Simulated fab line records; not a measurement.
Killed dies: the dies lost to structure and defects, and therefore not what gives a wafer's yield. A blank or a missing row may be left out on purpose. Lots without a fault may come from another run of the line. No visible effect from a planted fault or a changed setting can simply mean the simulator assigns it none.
Chamber matching    flow nandHarc    4 sister chambers for NHARC_P_CONTACT_STRIP_28 on rieDiel-08
The step strips in O2. 4 wafers are shown with their chamber, then 11 later ones without.

== WAFERS WITH THEIR CHAMBER ==
wafer   chamber  oesProductAu (a.u.)
L085.4  3        0.998
L086.2  2        1.011
L086.5  1        0.988
L089.2  0        1.018

== WAFERS WITHOUT THEIR CHAMBER ==
wafer   oesProductAu (a.u.)
L089.4  0.997
L089.6  0.989
L088.1  1.023
L088.5  1.005
L088.6  1.029
L090.1  1.002
L090.4  1.012
L090.5  1.013
L097.2  1.013
L097.5  1.013
L097.6  0.997

== WHICH CHAMBER EACH WENT THROUGH ==
wafer   from the rows above           in truth
L089.4  can't be placed: 3 or 1       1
L089.6  can't be placed: 1 or 3       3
L088.1  can't be placed: 0 or 2       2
L088.5  can't be placed: 2 or 3 or 0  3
L088.6  can't be placed: 0 or 2       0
L090.1  can't be placed: 3 or 2       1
L090.4  can't be placed: 2 or 0       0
L090.5  can't be placed: 2 or 0       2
L097.2  can't be placed: 2 or 0       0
L097.5  can't be placed: 2 or 0       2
L097.6  can't be placed: 3 or 1       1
Correct placement for 0 of the 11. Not placeable from these rows: 11 (in 10, the candidates include the true chamber). Placed wrongly: 0.
How it was worked out, from the rows above alone: a wafer's distance from a chamber is the root of the sum, over the readings, of the square of ((its reading less the chamber's mean) divided by the reading's scatter). If the next closest chamber is less than 2 further off than the closest, the wafer can't be placed; otherwise it belongs to the closest. Each chamber's mean is taken over the wafers shown for it. The scatter: with one shown wafer a chamber, the root of the mean of the squares of how far each hidden wafer lies from its nearest shown one.
